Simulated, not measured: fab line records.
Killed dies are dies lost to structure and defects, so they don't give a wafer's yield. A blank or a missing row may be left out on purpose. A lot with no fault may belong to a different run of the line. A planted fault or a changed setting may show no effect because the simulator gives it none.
fab line records	flow n5_finfet
record: lots: 9	wafers: 27	last_day: 20
route steps=1938 shown BEOL_M3@931 BEOL_M4@1111 PASSIVATION@1936
lots with no fault: from the same line, run without faults
start_h: the number of hours between the record's first day and the start of the first shown wafer of the lot	wait_h: hours from the lot's prior step to this one	" repeats the value in the row above	L1.1+2: a single row standing in for several wafers	- no value present, or no start provided	* or withheld: withheld	< > ~ a bound
route shown NAME@n: names a module that has steps shown in the file, with the first one's number in the route	usual: mean/standard deviation of fault-free wafers	same: alike in all rows	chamber/n: place in a boat	sites: readings site by site	_std_site: standard deviation of those values	_edge_site: mean of outer sites minus mean of inner sites	radius_mm: how far each site lies from the wafer's centre	mask NAME#n: copy n	behind: the tool/chamber that last shaped the wafer	hold: the reason the lot was held/the length of the hold in hours/how it ended	device: transistor that didn't switch, given as n, p or np	end of line: the same wafers' tests at the end of the route	for a step that has no rows: nothing shown but its recipe	killed: not the wafer's yield, but the dies lost to structure and defects at the first sort	map: the dies of a wafer, with x for killed, . for not killed, _ for no die there
set.NAME: the setting the step ran with; set.NAME@STEP: the setting that earlier step ran with	model.NAME: the simulator's own value behind a step, which no gauge read
the route's steps for a sample of lots (tables are steps, rows are wafers)
services: when a tool's chamber went out of use (start_h, in hours from the record's first day, below 0 if earlier), for how many hours, and the reason
== steps ==
step: N5_BEOL_M3_ILD_DEP_00
recipe: material: SiOC	target_thk_a: 790	temp_c: 350	precursor: DEMS/O2	pressure_torr: 5	rf_w: 500	time_s: 15.3
usual: heater_power_w: 501/74	showerhead_plenum_p_Torr: 5.697/0.013	throttle_valve_pct: 12.0/0.42
lot.wafer	tool	chamber	start_h	wait_h	heater_power_w	showerhead_plenum_p_Torr	throttle_valve_pct
L466.1	pecvd-01	0	198.52	0.0	543	5.692	12.1
L466.3	"	1	"	"	400	5.701	12.0
L466.6	"	0	"	"	526	5.684	11.9
L468.2	pecvd-01	2	200.40	0.0	509	5.712	11.4
L468.3	"	1	"	"	432	5.697	12.2
L468.5	"	2	"	"	493	5.696	11.4
L470.1	pecvd-04	2	203.78	0.0	498	5.708	11.9
L470.3	"	0	"	"	459	5.712	12.4
L470.6	"	1	"	"	441	5.660	13.4
L476.2	pecvd-03	0	244.04	0.0	504	5.711	11.7
L476.3	"	1	"	"	586	5.702	12.2
L476.4	"	0	"	"	512	5.715	11.8
L474.1	pecvd-03	1	247.89	0.0	572	5.701	12.0
L474.2	"	0	"	"	545	5.683	11.8
L474.5	"	2	"	"	401	5.681	11.6
L477.3	pecvd-01	0	251.37	0.0	634	5.703	12.0
L477.5	"	0	"	"	624	5.693	12.1
L477.6	"	2	"	"	549	5.698	11.3
L479.1	pecvd-01	1	264.01	0.0	438	5.689	12.4
L479.4	"	0	"	"	672	5.688	12.0
L479.5	"	1	"	"	441	5.692	12.2
L480.1	pecvd-01	2	266.65	0.0	493	5.715	11.6
L480.5	"	2	"	"	486	5.704	11.7
L480.6	"	0	"	"	572	5.692	12.2
L483.1	pecvd-03	1	290.55	0.0	540	5.708	12.4
L483.2	"	0	"	"	530	5.698	11.6
L483.3	"	2	"	"	452	5.679	11.6
step: N5_BEOL_M3_OVL_MEAS_12
recipe: points_per_wafer: 522
usual: M3_OVL: -0.3/0.7
lot.wafer	tool	chamber	start_h	wait_h	M3_OVL[nm]
L466.1	overlay-01	0	200.84	0.0	0.1
L466.3	"	0	"	"	0.4
L466.6	"	0	"	"	1.4
L468.2	overlay-02	0	201.65	0.0	-0.9
L468.3	"	0	"	"	0.0
L468.5	"	0	"	"	-0.5
L470.1	overlay-01	0	205.28	0.0	1.0
L470.3	"	0	"	"	-0.4
L470.6	"	0	"	"	-0.7
L476.2	overlay-02	0	247.79	0.0	-0.4
L476.3	"	0	"	"	-2.4
L476.4	"	0	"	"	-0.7
L474.1	overlay-01	0	248.47	0.0	0.2
L474.2	"	0	"	"	0.3
L474.5	"	0	"	"	0.0
L477.3	overlay-02	0	253.86	0.0	-0.6
L477.5	"	0	"	"	-0.3
L477.6	"	0	"	"	-1.8
L479.1	overlay-02	0	264.71	0.0	-0.2
L479.4	"	0	"	"	1.0
L479.5	"	0	"	"	1.1
L480.1	overlay-02	0	267.73	0.0	-1.4
L480.5	"	0	"	"	-1.2
L480.6	"	0	"	"	0.0
L483.1	overlay-02	0	291.61	0.0	0.6
L483.2	"	0	"	"	0.2
L483.3	"	0	"	"	0.8
step: N5_BEOL_M3_STRIP_19
recipe: chemistry: O2	power_w: 400	temp_c: 40	pressure_mtorr: 30	rf_frequency_hz: 6e+07	bias_power_w: 0	overash_fraction: 0.2	o2_flow_sccm: 225
usual: bias_power_w: 0/0	chamber_pressure_mTorr: 30.00/0.039	drypump_motor_current_A: 5.7/0.45	oes_product_au: 0.78/0.061	rf_vpp_V: 3.7/0.49	showerhead_plenum_p_Torr: 2.09/0.072	throttle_valve_pct: 16.62/0.18
lot.wafer	tool	chamber	start_h	wait_h	bias_power_w	chamber_pressure_mTorr	drypump_motor_current_A	oes_product_au	rf_hours_counter_h	rf_vpp_V	showerhead_plenum_p_Torr	throttle_valve_pct
L466.1	rie_diel-03	1	201.64	0.1	-	-	-	-	-	-	-	-
L466.3	"	0	"	"	-	-	-	-	-	-	-	-
L466.6	"	3	"	"	-	-	-	-	-	-	-	-
L468.2	rie_diel-06	1	202.35	0.1	-	-	-	-	-	-	-	-
L468.3	"	3	"	"	-	-	-	-	-	-	-	-
L468.5	"	3	"	"	-	-	-	-	-	-	-	-
L470.1	rie_diel-06	2	205.78	0.1	-	-	-	-	-	-	-	-
L470.3	"	0	"	"	-	-	-	-	-	-	-	-
L470.6	"	3	"	"	-	-	-	-	-	-	-	-
L476.2	rie_diel-03	0	248.35	0.1	0	30.01	5.5	0.73	186	3.4	2.09	16.60
L476.3	"	2	"	"	0	30.00	6.2	0.72	186	2.6	1.99	16.40
L476.4	"	3	"	"	0	29.99	5.1	0.80	111	3.5	2.20	16.66
L474.1	rie_diel-03	0	249.08	0.2	0	29.98	5.5	0.75	186	3.6	2.09	16.61
L474.2	"	3	"	"	0	30.02	5.1	0.81	111	3.7	2.20	16.66
L474.5	"	0	"	"	0	30.00	5.5	0.75	-	4.7	2.09	16.62
L477.3	rie_diel-06	0	254.81	0.6	0	29.99	5.9	0.72	185	3.5	2.16	16.52
L477.5	"	1	"	"	0	30.00	5.5	0.78	-	3.4	1.93	16.77
L477.6	"	2	"	"	0	30.00	6.0	0.75	-	3.2	2.12	16.96
L479.1	rie_diel-05	3	265.20	0.1	0	29.97	6.1	0.74	176	4.1	2.10	16.75
L479.4	"	2	"	"	0	30.04	4.8	0.84	76	3.7	2.12	16.54
L479.5	"	0	"	"	0	30.00	5.6	0.68	-	3.5	2.08	16.92
L480.1	rie_diel-06	3	268.19	0.1	0	29.92	5.7	0.73	181	3.9	2.15	16.61
L480.5	"	3	"	"	0	30.03	5.7	0.73	-	3.2	2.15	16.59
L480.6	"	2	"	"	0	29.96	6.0	0.76	-	3.4	2.12	16.97
L483.1	rie_diel-03	3	292.07	0.1	0	29.95	5.1	0.78	124	3.2	2.19	16.68
L483.2	"	1	"	"	0	30.02	5.4	0.84	74	2.9	2.03	16.43
L483.3	"	2	"	"	0	29.98	6.1	0.72	200	3.7	1.99	16.40
step: N5_BEOL_M3_CD_MEAS_28
recipe: target_cd_nm: 25.7	landing_energy_ev: 500	detector: se_inlens	target_cd_y_nm: 23.3	polarity: opening
usual: cd_nm: 25.60/0.26
lot.wafer	tool	chamber	start_h	wait_h	cd_nm
L466.1	cd_sem-03	0	202.16	-	25.56
L466.3	"	0	"	"	25.47
L466.6	"	0	"	"	25.51
L468.2	cd_sem-01	0	202.75	-	26.08
L468.3	"	0	"	"	25.39
L468.5	"	0	"	"	25.49
L470.1	cd_sem-02	0	206.17	-	25.56
L470.3	"	0	"	"	25.24
L470.6	"	0	"	"	26.19
L476.2	cd_sem-03	0	248.77	-	26.08
L476.3	"	0	"	"	25.93
L476.4	"	0	"	"	25.50
L474.1	cd_sem-01	0	249.47	-	25.86
L474.2	"	0	"	"	25.82
L474.5	"	0	"	"	25.64
L477.3	cd_sem-03	0	255.33	-	25.65
L477.5	"	0	"	"	25.59
L477.6	"	0	"	"	25.61
L479.1	cd_sem-01	0	265.59	-	25.82
L479.4	"	0	"	"	25.21
L479.5	"	0	"	"	25.55
L480.1	cd_sem-03	0	268.70	-	25.41
L480.5	"	0	"	"	25.66
L480.6	"	0	"	"	25.27
L483.1	cd_sem-01	0	292.58	-	25.15
L483.2	"	0	"	"	25.51
L483.3	"	0	"	"	25.50
step: N5_BEOL_M3_ETCH_70
recipe: chemistry: N2/H2	target: SOC	target_depth_a: 800	overetch_a: 160	mask_material: SiARC	temp_c: 40	time_s: 120	ion_energy_ev: 200	pressure_mtorr: 30	source_w: 840	bias_w: 150	n2_flow_sccm: 200	h2_flow_sccm: 200
usual: bias_w: 150.0/0.47	chamber_pressure_mTorr: 30.001/0.028	drypump_motor_current_A: 5.7/0.49	oes_product_au: 0.60/0.045	rf_vpp_V: 523.4/2.5	showerhead_plenum_p_Torr: 2.53/0.083	throttle_valve_pct: 17.75/0.23
lot.wafer	tool	chamber	start_h	wait_h	bias_w	chamber_pressure_mTorr	drypump_motor_current_A	oes_product_au	rf_hours_counter_h	rf_vpp_V	showerhead_plenum_p_Torr	throttle_valve_pct
L466.1	rie_diel-05	0	207.04	0.0	150.1	30.006	5.6	0.70	211	522.6	2.51	17.98
L466.3	"	2	"	"	151.0	29.952	4.8	0.86	57	524.8	2.58	17.58
L466.6	"	2	"	"	151.4	29.981	4.8	0.86	-	525.5	2.58	17.54
L468.2	rie_diel-05	3	210.20	0.0	150.0	30.035	6.1	0.76	157	524.3	2.55	17.92
L468.3	"	0	"	"	150.1	30.013	5.6	0.70	213	523.7	2.51	17.97
L468.5	"	1	"	"	150.4	30.007	6.5	0.92	-	524.2	2.49	17.63
L470.1	rie_diel-06	1	214.96	0.0	150.3	30.000	5.5	0.80	129	517.7	2.36	18.09
L470.3	"	0	"	"	150.7	30.020	5.9	0.75	174	526.7	2.65	17.66
L470.6	"	2	"	"	149.1	29.992	6.0	0.76	-	526.0	2.56	18.15
L476.2	rie_diel-06	0	257.72	0.0	150.4	30.014	5.9	0.56	185	527.6	2.65	17.69
L476.3	"	1	"	"	149.9	30.001	5.5	0.59	141	517.3	2.35	18.09
L476.4	"	3	"	"	150.0	30.010	5.7	0.56	178	526.8	2.63	17.75
L474.1	rie_diel-06	3	262.68	0.0	150.5	30.020	5.7	0.56	179	526.8	2.62	17.76
L474.2	"	2	"	"	150.7	30.023	6.0	0.58	132	525.1	2.56	18.15
L474.5	"	1	"	"	149.5	29.991	5.5	0.59	-	518.0	2.35	18.08
L477.3	rie_diel-05	2	262.75	0.0	150.3	30.038	4.8	0.64	75	523.9	2.58	17.57
L477.5	"	0	"	"	150.1	30.008	5.6	0.54	-	523.3	2.50	17.95
L477.6	"	3	"	"	149.7	29.976	6.1	0.57	-	522.6	2.54	17.92
L479.1	rie_diel-05	2	269.32	0.0	149.7	29.993	4.8	0.64	77	524.2	2.57	17.55
L479.4	"	3	"	"	149.7	30.028	6.1	0.58	177	522.9	2.54	17.91
L479.5	"	1	"	"	150.1	29.992	6.5	0.67	-	522.4	2.48	17.62
L480.1	rie_diel-05	0	272.26	0.0	149.6	29.984	5.6	0.54	232	523.9	2.50	17.98
L480.5	"	3	"	"	149.8	30.009	6.1	0.57	-	523.0	2.54	17.94
L480.6	"	2	"	"	149.4	30.000	4.9	0.64	-	525.5	2.57	17.58
L483.1	rie_diel-06	0	316.10	0.0	149.5	30.009	5.9	0.55	202	526.4	2.64	17.70
L483.2	"	1	"	"	150.5	30.012	5.5	0.58	159	518.4	2.35	18.09
L483.3	"	2	"	"	151.1	30.009	6.0	0.57	148	524.1	2.55	18.17
step: N5_BEOL_M4_RC_MEAS_101
usual: DIBL_N: 36.7/1.8	DIBL_P: 37.0/2.4	IOFF_N: 0.17/0.036	IOFF_P: 0.22/0.042	ION_N: 673/12	ION_P: 462/8.5	SS_N: 71.7/0.62	SS_P: 73.4/0.65	VT_N: 250/3.7	VT_P: -250/3.7
lot.wafer	tool	chamber	start_h	wait_h	DIBL_N[mV/V]	DIBL_P[mV/V]	IOFF_N[nA/um]	IOFF_P[nA/um]	ION_N[uA/um]	ION_P[uA/um]	SS_N[mV/dec]	SS_P[mV/dec]	VT_N[mV]	VT_P[mV]
L476.2	prober-02	0	272.55	0.2	34.4	35.6	0.13	0.18	669	461	69.5	72.7	251	-253
L476.3	"	0	"	"	36.2	37.1	0.15	0.22	677	474	71.6	73.1	249	-247
L476.4	"	0	"	"	34.7	35.4	0.13	0.18	654	457	71.0	73.0	251	-251
L474.1	prober-01	0	280.22	0.0	36.7	38.6	0.16	0.23	667	458	71.5	74.3	250	-251
L474.2	"	0	"	"	35.1	35.9	0.14	0.18	662	453	72.0	74.2	252	-257
L474.5	"	0	"	"	37.1	38.7	0.19	0.23	691	466	71.7	74.5	245	-253
L477.3	prober-02	0	282.98	0.3	39.3	41.1	0.23	0.29	690	478	71.9	73.8	243	-244
L477.5	"	0	"	"	40.1	41.8	0.24	0.32	694	473	72.3	74.4	243	-242
L477.6	"	0	"	"	37.9	40.0	0.21	0.28	692	478	72.5	74.2	243	-242
L480.1	prober-01	0	300.55	0.0	35.7	34.9	0.15	0.19	678	461	71.4	73.1	251	-249
L480.5	"	0	"	"	36.7	36.2	0.17	0.22	686	464	71.0	73.8	250	-249
L480.6	"	0	"	"	32.1	30.0	0.10	0.14	662	456	70.7	72.4	256	-255
L479.1	prober-02	0	300.73	0.0	39.0	38.1	0.20	0.21	679	459	72.0	72.6	248	-252
L479.4	"	0	"	"	38.3	37.9	0.18	0.22	678	469	72.0	73.0	247	-251
L479.5	"	0	"	"	39.3	38.2	0.21	0.22	677	456	72.1	73.0	248	-249
L483.1	prober-01	0	355.73	0.0	36.6	36.4	0.15	0.19	669	454	71.8	72.8	251	-252
L483.2	"	0	"	"	36.8	35.9	0.16	0.20	682	464	71.9	73.6	248	-253
L483.3	"	0	"	"	35.9	35.0	0.14	0.18	670	455	71.6	73.4	251	-254
step: N5_PASSIVATION_PROBE_49
usual: defect_limited_yield: 91.1/1.4	killed_at_M0_to_M3: 32/9.3	killed_at_M4_up: 13/5.8	killed_at_contacts: 12/6.3	killed_at_front_end: 44/12	killed_at_other: 3.6/2.7	killed_dies: 104/17	killed_on_rim: 14/3.9	killed_open: 69/13	killed_short: 34/6.9	sort_bin_5_function: 5.2/0.98	sort_bin_6_memory: 3.3/0.59	sort_n_pass: 1075/17	sort_yield_pct: 91.1/1.4
same: gross_dies: 1180	killed_at_back_side: 0	sort_bin_4_leakage[%]: 0	sort_bin_8_speed[%]: 0
lot.wafer	tool	chamber	start_h	wait_h	defect_limited_yield[%]	killed_at_M0_to_M3	killed_at_M4_up	killed_at_contacts	killed_at_front_end	killed_at_other	killed_dies	killed_on_rim	killed_open	killed_short	sort_bin_5_function[%]	sort_bin_6_memory[%]	sort_n_pass	sort_yield_pct[%]
L466.1	prober-01	-	336.53	0.0	0	1086	12	9	71	2	1180	152	88	40	95.8	3.6	0	0
L466.3	prober-01	-	336.63	0.1	0	1102	18	9	47	4	1180	152	83	33	96.1	3.6	0	0
L466.6	prober-01	-	336.78	0.3	0	1102	18	8	49	3	1180	152	70	35	95.4	4.0	0	0
L468.2	prober-01	-	341.14	0.1	0	1098	6	17	53	6	1180	152	91	32	96.1	3.4	0	0
L468.3	prober-01	-	341.19	0.1	0	1102	12	16	47	3	1180	152	64	36	96.7	3.1	0	0
L468.5	prober-01	-	341.29	0.2	0	1125	9	7	36	3	1180	152	56	32	96.8	3.1	0	0
L470.1	prober-01	-	345.08	0.0	0	1111	18	18	32	1	1180	152	84	32	96.1	3.7	0	0
L470.3	prober-01	-	345.18	0.1	0	1082	24	21	52	1	1180	152	97	37	95.7	4.1	0	0
L470.6	prober-01	-	345.33	0.3	0	1096	15	26	43	0	1180	152	75	49	95.4	3.9	0	0
L477.5	prober-01	-	398.37	0.2	90.1	39	6	26	44	2	117	15	77	39	5.5	4.2	1063	90.1
killed by level:class
L466.1 BEOL_M3:area_etch=1051 FIN_SAQP:geometric_particle:open=18 STI_FIN_REVEAL:geometric_particle:open=16 FIN_SAQP:geometric_particle:short=13 BEOL_M1:geometric_particle:open=9 BEOL_M4:geometric_particle:open=9 MOL_CONTACT_COAG:geometric_particle:open=8 BEOL_M2:geometric_particle:short=7
L466.3 BEOL_M3:area_etch=1062 STI_FIN_REVEAL:geometric_particle:open=23 BEOL_M0_SAQP:geometric_particle:short=11 BEOL_M4:geometric_particle:open=10 FIN_SAQP:geometric_particle:open=8 MOL_CONTACT_COAG:geometric_particle:open=8 BEOL_M1:geometric_particle:open=8 BEOL_M0_SAQP:geometric_particle:open=7
L466.6 BEOL_M3:area_etch=1074 STI_FIN_REVEAL:geometric_particle:open=13 DUMMY_GATE:geometric_particle:open=11 BEOL_M2:geometric_particle:open=7 BEOL_M5:geometric_particle:open=7 GATE_CUT:geometric_particle:short=7 BEOL_M1:geometric_particle:open=6 MOL_CONTACT_COAG:geometric_particle:short=5
L468.2 BEOL_M3:area_etch=1057 MOL_CONTACT_COAG:geometric_particle:open=16 STI_FIN_REVEAL:geometric_particle:open=10 FIN_SAQP:geometric_particle:open=9 BEOL_M3:geometric_particle:open=8 BEOL_M1:geometric_particle:open=7 BEOL_M2:geometric_particle:open=7 FIN_SAQP:geometric_particle:short=6
L468.3 BEOL_M3:area_etch=1079 FIN_SAQP:geometric_particle:short=15 MOL_CONTACT_COAG:geometric_particle:open=15 BEOL_M1:geometric_particle:open=11 FIN_SAQP:geometric_particle:open=6 DUMMY_GATE:geometric_particle:open=5 BEOL_M2:geometric_particle:open=4 STI_FIN_REVEAL:geometric_particle:open=3
L468.5 BEOL_M3:area_etch=1092 BEOL_M0_SAQP:geometric_particle:short=9 STI_FIN_REVEAL:geometric_particle:open=8 GATE_CUT:geometric_particle:open=8 BEOL_M0_SAQP:geometric_particle:open=6 BEOL_M4:geometric_particle:open=6 BEOL_M3:geometric_particle:open=5 GATE_CUT:geometric_particle:short=4
L470.1 BEOL_M3:area_etch=1063 BEOL_M2:geometric_particle:open=23 MOL_CONTACT_COAG:geometric_particle:open=15 BEOL_M4:geometric_particle:open=12 BEOL_M0_SAQP:geometric_particle:open=10 BEOL_M0_SAQP:geometric_particle:short=10 FIN_SAQP:geometric_particle:open=7 FIN_SAQP:geometric_particle:short=6
L470.3 BEOL_M3:area_etch=1046 BEOL_M2:geometric_particle:open=21 MOL_CONTACT_COAG:geometric_particle:open=17 STI_FIN_REVEAL:geometric_particle:open=12 BEOL_M4:geometric_particle:open=9 FIN_SAQP:geometric_particle:open=7 DUMMY_GATE:geometric_particle:open=6 BEOL_M0_SAQP:geometric_particle:short=6
L470.6 BEOL_M3:area_etch=1056 BEOL_M2:geometric_particle:open=20 MOL_CONTACT_COAG:geometric_particle:open=17 BEOL_M1:geometric_particle:short=10 MOL_CONTACT_COAG:geometric_particle:short=9 FIN_SAQP:geometric_particle:short=8 STI_FIN_REVEAL:geometric_particle:open=7 BEOL_M4:geometric_particle:open=7
L477.5 MOL_CONTACT_COAG:geometric_particle:open=21 BEOL_M1:geometric_particle:open=10 GATE_CUT:geometric_particle:short=8 FIN_SAQP:geometric_particle:open=7 BEOL_M3:geometric_particle:open=7 BEOL_M0_SAQP:geometric_particle:short=7 SPACER0:geometric_particle:open=6 MOL_CONTACT_COAG:geometric_particle:short=5
== services ==
tool	chamber	start_h	hours	kind
pecvd-03	0	179.86	2.1	scheduled_down
pecvd-03	0	183.21	5.5	scheduled_down
rie_diel-06	-	190.75	2.8	pm
rie_diel-05	0	192.21	5.8	repair
rie_diel-05	-	195.70	0.7	repair
pecvd-03	-	196.68	14.6	pm
pecvd-04	-	205.95	1.2	repair
pecvd-03	2	211.28	-	clean
pecvd-03	2	211.28	-	consumable_replace:showerhead
pecvd-03	2	211.28	29.0	scheduled_down
pecvd-03	2	211.28	29.0	vent_cycle
pecvd-03	1	213.11	-	calibration
rie_diel-03	2	225.59	2.0	repair
pecvd-04	1	238.99	5.5	scheduled_down
rie_diel-05	0	241.22	3.8	repair
pecvd-04	0	258.60	5.5	scheduled_down
pecvd-03	-	262.15	0.7	repair
pecvd-01	1	288.56	5.5	scheduled_down
rie_diel-06	3	291.19	8.3	repair
pecvd-01	1	294.60	5.9	repair
== key ==
first_sign: step: N5_BEOL_M3_STRIP_19	reading: tool_record	direction: missing
effect: step: N5_BEOL_M3_ETCH_70	reading: oes_product_au	direction: up	sigmas: 4.2	usual: 0.60	struck: 0.79
effect: step: N5_PASSIVATION_PROBE_49	reading: killed_at_M0_to_M3	direction: up	sigmas: 99+	usual: 32	struck: 1100
more_kills_born_at: N5_BEOL_M3_ETCH_70@rie_diel-05: 6408	N5_BEOL_M3_ETCH_70@rie_diel-06: 3163
met_at N5_BEOL_M3_STRIP_19
struck_lots L466,L468,L470
later_rows_left_out L466.1,L466.3,L466.6,L468.2,L468.3,L468.5,L470.1,L470.3,L470.6
not_acting_at N5_BEOL_M3_ILD_DEP_00,N5_BEOL_M3_OVL_MEAS_12,N5_BEOL_M3_CD_MEAS_28
fault: kind: skipped_step_whole	tool: rie_diel-03,rie_diel-06	chamber: -	onset_h: 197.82	steps: N5_BEOL_M3_STRIP_19	scope: struck_lots_only
later_rows_left_out: the simulator's readings of these wafers behind a module that went badly wrong aren't trusted and aren't shown, but for the sort
